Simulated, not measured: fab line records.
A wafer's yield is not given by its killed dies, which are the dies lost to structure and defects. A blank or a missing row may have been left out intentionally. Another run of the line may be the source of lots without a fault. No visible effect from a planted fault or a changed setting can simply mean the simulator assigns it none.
Matching of chambers    flow n5 finfet    N5_BEOL_M2_PECVD_72 on pecvd-02: 3 sister chambers
The step deposits SiO2 from TEOS/O2, target thk 16 nm, time 18 s. 18 wafers are shown with their chamber, then 9 later ones without.

WAFERS WITH THEIR CHAMBER
wafer   chamber  throttle valve pct (%)  showerhead plenum p Torr (Torr)  heater power w (W)
L081.1  0        20.8                    8.87                             697
L081.4  2        21.8                    8.88                             640
L081.5  0        20.8                    8.88                             725
L083.1  1        23.4                    8.79                             749
L083.3  0        21.2                    8.86                             696
L083.4  1        23.6                    8.78                             758
L084.1  1        23.5                    8.78                             675
L084.2  0        20.7                    8.87                             624
L084.4  1        23.6                    8.77                             683
L089.2  2        21.8                    8.89                             655
L089.5  2        21.8                    8.88                             662
L089.6  1        23.5                    8.77                             719
L090.2  1        23.6                    8.74                             630
L090.3  2        21.8                    8.89                             663
L090.5  1        23.4                    8.76                             643
L093.2  0        21.2                    8.89                             731
L093.3  2        21.6                    8.90                             661
L093.6  0        21.1                    8.87                             721

SIGNATURES (means of the wafers above)
reading                   chamber 0  chamber 1  chamber 2  scatter within a chamber
throttle valve pct        20.967     23.514     21.760     0.149
showerhead plenum p Torr  8.8733     8.7700     8.8880     0.0127
heater power w            699.00     693.86     656.20     39.3
Rule: for a wafer and a chamber, the distance is found by dividing, reading by reading, the gap between the wafer's reading and the chamber's mean by the reading's scatter, squaring, summing and taking the root. If the next closest chamber is less than 2 further off than the closest, the wafer can't be placed; otherwise it belongs to the closest. The scatter is the square root of a quotient: the sum, over the shown wafers, of each reading's squared deviation from its chamber's mean, divided by wafers minus chambers.

WAFERS MISSING THEIR CHAMBER
wafer   throttle valve pct (%)  showerhead plenum p Torr (Torr)  heater power w (W)
L094.2  21.0                    8.89                             626
L094.3  21.8                    8.90                             674
L094.5  23.8                    8.78                             701
L095.2  23.8                    8.78                             754
L095.4  23.9                    8.78                             749
L095.5  21.2                    8.89                             605
L097.3  23.6                    8.78                             640
L097.4  21.2                    8.88                             633
L097.6  21.1                    8.88                             649

CHAMBER TAKEN BY EACH
wafer   from the rows above      in truth
L094.2  0                        0
L094.3  2                        2
L094.5  1                        1
L095.2  1                        1
L095.4  1                        1
L095.5  can't be placed: 0 or 2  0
L097.3  1                        1
L097.4  can't be placed: 0 or 2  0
L097.6  0                        0
Placed correctly: 7 of 9. These rows do not allow placing 2 (true chamber among the candidates in 2). Placed wrongly: 0.
